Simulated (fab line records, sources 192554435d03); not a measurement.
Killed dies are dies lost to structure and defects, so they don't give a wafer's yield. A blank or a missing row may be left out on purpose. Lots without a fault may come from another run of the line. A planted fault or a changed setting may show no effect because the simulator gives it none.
Which tool did it? | flow n5_finfet | 11 lots, 33 wafers sampled, at 2 steps of a route of 1938

WHAT THE GAUGES READ, wafer by wafer
N5_BEOL_M11_THK_MEAS_01.
lot  | measured     | on            | M11_ILD_THK (nm)
L102 | day 10 07:33 | film_metro-02 | 269 275 273
L104 | day 10 20:04 | film_metro-02 | 265 267 268
L103 | day 10 21:10 | film_metro-02 | 263 269 271
L106 | day 11 15:00 | film_metro-01 | 263 271 269
L109 | day 12 10:34 | film_metro-02 | 266 268 270
L118 | day 14 21:19 | film_metro-01 | 266 264 270
L119 | day 15 07:46 | film_metro-02 | 260 261 263
L122 | day 15 13:47 | film_metro-02 | 263 266 265
L120 | day 15 18:11 | film_metro-01 | 268 270 272
L121 | day 15 18:59 | film_metro-01 | 267 267 266
L123 | day 16 07:44 | film_metro-01 | 262 268 266

WHICH TOOL RAN EACH LOT (tool, then ch and the chambers of the sampled wafers, then the start)
lot  | N5_BEOL_M10_CURE_72
L102 | uv_cure-03 ch 0, day 10 04:32
L104 | uv_cure-02 ch 0, day 10 15:40
L103 | uv_cure-03 ch 2, day 10 16:14
L106 | uv_cure-03 ch 1, day 11 11:57
L109 | uv_cure-03 ch 0, day 12 07:41
L118 | uv_cure-01 ch 1, day 14 18:32
L119 | uv_cure-02 ch 2, day 15 04:11
L122 | uv_cure-01 ch 1, day 15 11:06
L120 | uv_cure-03 ch 0, day 15 13:49
L121 | uv_cure-01 ch 0, day 15 15:43
L123 | uv_cure-03 ch 2, day 16 04:32
- N5_BEOL_M10_CURE_72: cures SiCOH lowk, time 120 s.

WHAT THE TOOLS THEMSELVES READ (means of the sampled wafers that have a number; where no wafer has one, the mark that the record gives instead)
N5_BEOL_M10_CURE_72.
lot  | tool       | lamp_power_pct (%) | wafer_temp_C_max
L102 | uv_cure-03 | 52.30              | 372.1
L104 | uv_cure-02 | 52.33              | 371.6
L103 | uv_cure-03 | 52.36              | 372.1
L106 | uv_cure-03 | 52.32              | 371.1
L109 | uv_cure-03 | 52.34              | 371.5
L118 | uv_cure-01 | 52.29              | 372.0
L119 | uv_cure-02 | 52.29              | 372.7
L122 | uv_cure-01 | 52.32              | 372.3
L120 | uv_cure-03 | 52.32              | 372.1
L121 | uv_cure-01 | 52.25              | 371.5
L123 | uv_cure-03 | 52.24              | 372.0

THE ANSWER, worked out from the rows above alone
Rule: what is usual is taken from the lots themselves. Put in order of their means at a reading, lots are off if they are a third of the lots or fewer, leave a main group of 4 or more, and stand apart from it by a gap of 3 or more times the standard deviation of the main group's means; of several such gaps the widest counts. A main group whose means are all the same, to the digits that the tables above print for the reading, isn't used. A lot without any number at a reading at which 4 lots or more have one is off too. The other lots that the step has rows for count as sound. The gauges are gone through in route order, then the tools' own readings, and for those a lot's mean is taken as printed above. The first step at which some lot is off is used, and at that step the reading that is off furthest; a lot without a number counts as furthest.
No lot is off at any reading shown: from this, nothing can be told.

WHAT THE SIMULATOR HAD PUT IN
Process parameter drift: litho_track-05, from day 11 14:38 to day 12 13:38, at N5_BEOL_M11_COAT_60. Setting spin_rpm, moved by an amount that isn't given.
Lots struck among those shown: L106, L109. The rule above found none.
